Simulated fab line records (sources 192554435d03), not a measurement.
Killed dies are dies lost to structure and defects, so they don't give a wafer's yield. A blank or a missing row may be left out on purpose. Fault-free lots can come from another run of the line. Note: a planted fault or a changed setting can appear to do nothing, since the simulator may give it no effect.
Problem report in the 8D (eight disciplines) form, filled by code :: flow n5Finfet :: the parts of the form that need people (team, actions taken, sign-off) are left out

## 1. WHAT IS WRONG
Mean of exposureDoseMJCm2 at N5_BEOL_M5_EXPOSE_08: 36.00 across 5 wafers in 2 lots; on wafers with no fault it is 35.77 (standard deviation 0.035). That puts it +6.5 standard deviations away from the usual mean.
The step: exposes mask M5, target cd 28 nm.
Seen first at day 13 02:28 on euvScanner-02, wafer L590.4. At this step, 32 wafers from 11 lots have a number in the record. Rule for "out" (also "out of limits"): further than 4 standard deviations from the usual mean. The rest of the wafers with a number are treated as sound.

## 2. WHAT IT IS AND WHAT IT IS NOT
question: which readings at this step
is: exposureDoseMJCm2
is not: stageMsdNm

question: which lots
is: L590, L591
is not: L570, L571, L572, L574, L576, L580, L581, L582, L583

question: which wafers of those lots
is: all that have a number
is not: -

question: read on which tools
is: euvScanner-02
is not: euvScanner-01

question: when
is: from day 13 02:28
is not: up to then (27 sound wafers)

## 3. THE SUSPECTS, EACH WITH WHAT RULES IT OUT
Counting: a tool stays on the suspect list if, at a process step up to the reading, it processed all lots that are out and no sound lot following the first of them.
- cmp-04 at N5_BEOL_M4_CMP_52 (polishes, stops on SiOC, t overpolish 6.8 s, target thk 40 nm): kept. It ran every lot that is out, first L590 (day 12 22:00), and no sound lot after that; its last sound lot up to then is L583 (day 11 06:39).
- euvScanner-02 at N5_BEOL_M5_EXPOSE_08 (exposes mask M5, target cd 28 nm): kept. It ran every lot that is out, first L590 (day 13 02:28), and no sound lot after that; its last sound lot up to then is L583 (day 11 11:20). Its own exposureDoseMJCm2 readings are out on those wafers.
Left after counting: cmp-04 at N5_BEOL_M4_CMP_52, euvScanner-02 at N5_BEOL_M5_EXPOSE_08.

## 4. THE CAUSE (what the simulator had put in)
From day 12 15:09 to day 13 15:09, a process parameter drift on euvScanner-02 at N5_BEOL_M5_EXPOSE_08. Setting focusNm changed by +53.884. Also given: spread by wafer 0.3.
Counting left 2 suspects, and this tool is among them.

## 5. THE CHAIN OF EFFECTS, in route order
Each row: a reading whose mean over the struck wafers that have a number lies more than 3 standard deviations from the usual. Readings are gone through only where the record gives a usual standard deviation; hours: the median, over the lots, of the time from a lot's start at the first step in this table giving one to that lot's start at this step; sigmas: the change measured in usual standard deviations.
hours: 0
step: N5_BEOL_M5_EXPOSE_08
reading: exposureDoseMJCm2
usual: 35.77
on struck wafers: 36.00
change: +0.23
sigmas: +6.5

hours: 100
step: N5_PASSIVATION_PROBE_49
reading: killedAtContacts
usual: 14
on struck wafers: 33
change: +19
sigmas: +3.3
It contains these process steps:
- N5_BEOL_M5_EXPOSE_08: exposes mask M5, target cd 28 nm.
- N5_PASSIVATION_PROBE_49

## 6. HOW IT WOULD HAVE BEEN CAUGHT EARLIER
First out-of-limits reading in this record: day 13 02:28, which is 11 hours after fault onset at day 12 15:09.
